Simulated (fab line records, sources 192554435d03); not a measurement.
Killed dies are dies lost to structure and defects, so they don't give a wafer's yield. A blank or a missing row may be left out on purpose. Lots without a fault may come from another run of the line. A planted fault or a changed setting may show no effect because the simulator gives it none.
A struck lot beside a sound one | flow n5_finfet | 16 steps out of a route of 1938
Sound: wafers L562.1, L562.4, L562.6. Struck: wafers L548.1, L548.3, L548.4. The cause comes at the end.
At each step with rows: each side's tool, then ch and its chambers, then its first start. Under that, the readings that differ: sound wafers | struck wafers | difference of the means | sigmas: that difference in standard deviations of wafers without a fault.
alike: readings whose means differ by less than 2 such deviations, and words and numbers that are the same on both sides. not compared: withheld readings, readings that some wafer has no value for, bounds like >300 that may hide the same value, and numbers for which the record gives no deviation and whose values overlap.
The two part at a step that has a row with sigmas, a row that says differs or no value, or rows on one side only. Numbers that don't overlap but have no deviation are shown without sigmas and don't part them. A reading that every wafer of one side lacks parts them only if that side has two wafers or more.

first, 2 steps without rows for these wafers: N5_STI_FIN_REVEAL_STRIP_35 (strips Si3N4 in H3PO4, target depth 4 nm, time 39 s); N5_STI_FIN_REVEAL_SRD_21 (time 30 s).
N5_STI_FIN_REVEAL_OXIDATION_33: chemistry O2 PLASMA REMOTE, time 20 s.
  sound on plasma_asher-02 ch 1, day 7 18:43; struck on plasma_asher-01 ch 0,1, day 4 09:59
  reading                     | sound       | struck      | difference | sigmas
  drypump_motor_current_A (A) | 5.8 5.8 5.8 | 5.0 5.0 5.3 | -0.7       | -2
  alike: heater_power_w, o2_flow_sccm
  not compared: rf_hours_counter_h
then, 2 steps without rows for these wafers: N5_STI_FIN_REVEAL_CLEAN_19 (cleans in O3/DIW, time 120 s); N5_STI_FIN_REVEAL_SRD_23 (time 30 s).
N5_STI_FIN_REVEAL_CD_MEAS_22: target cd 6.238 nm, pitch 28 nm.
  sound on cd_sem-03, day 7 18:52; struck on cd_sem-02, day 4 10:11
  alike: cd_nm
N5_STI_FIN_REVEAL_FIN_H_MEAS_10:
  sound on ocd-01, day 7 18:54; struck on ocd-02, day 4 10:13
  alike: trench_depth_nm
then, 2 steps without rows for these wafers: N5_STI_FIN_REVEAL_PRECLEAN_18 (cleans in SC2, time 45 s); N5_STI_FIN_REVEAL_SRD_28 (time 30 s).
N5_STI_FIN_REVEAL_INSPECT_13: inspects for defects (darkfield).
  sound on defect_inspect-01, day 7 19:00; struck on defect_inspect-01, day 4 10:19
  alike: raw_defect_count
then, 2 steps without rows for these wafers: N5_DUMMY_GATE_PRECLEAN_00 (cleans in O3/DIW, time 60 s); N5_DUMMY_GATE_SRD_01 (time 30 s).
N5_DUMMY_GATE_ALD_02: deposits SiO2, target thk 2 nm, pulse time 1 s.
  sound on ald_sin-02 ch 0,1, day 7 19:05; struck on ald_sin-03 ch 0,1,3, day 4 10:24
  reading              | sound                | struck               | difference | sigmas
  susceptor_temp_C (C) | 300.25 299.73 300.18 | 290.77 290.82 291.16 | -9.14      | -51
  alike: chamber_pressure_Torr, heater_power_w, precursor_pulse_height_rel
then, 1 step without rows for these wafers: N5_DUMMY_GATE_CVD_03 (deposits a-Si from SiH4, target thk 150 nm, time 8042 s).
-- the record jumps here: 5 days lie between the struck wafers' starts before and after (it left off in module DUMMY_GATE and takes up again in module BEOL_M4, whose first step shown is number 1111 of the route) --
N5_BEOL_M4_RC_MEAS_101:
  sound on prober-02 ch 0, day 13 00:50; struck on prober-02 ch 0, day 9 13:16
  alike: DIBL_N, DIBL_P, IOFF_N, IOFF_P, ION_N, ION_P, SS_N, SS_P, VT_N, VT_P
-- the record jumps here: 4 days lie between the struck wafers' starts before and after (it left off in module BEOL_M4 and takes up again in module PASSIVATION, whose first step shown is number 1936 of the route) --
N5_PASSIVATION_PROBE_49:
  sound on prober-01, day 17 07:38; struck on prober-02, day 13 19:59
  alike: defect_limited_yield, killed_at_M0_to_M3, killed_at_M4_up, killed_at_contacts, killed_at_front_end, killed_at_other, killed_dies, killed_open, killed_short, sort_bin_5_function, sort_bin_6_memory, sort_n_pass, sort_yield_pct

WHERE THEY PART
First at N5_STI_FIN_REVEAL_OXIDATION_33; last, within this record, at N5_DUMMY_GATE_ALD_02. Later steps at which nothing parts them and some readings are alike: N5_BEOL_M4_RC_MEAS_101, N5_PASSIVATION_PROBE_49.

WHY: what the simulator had put in
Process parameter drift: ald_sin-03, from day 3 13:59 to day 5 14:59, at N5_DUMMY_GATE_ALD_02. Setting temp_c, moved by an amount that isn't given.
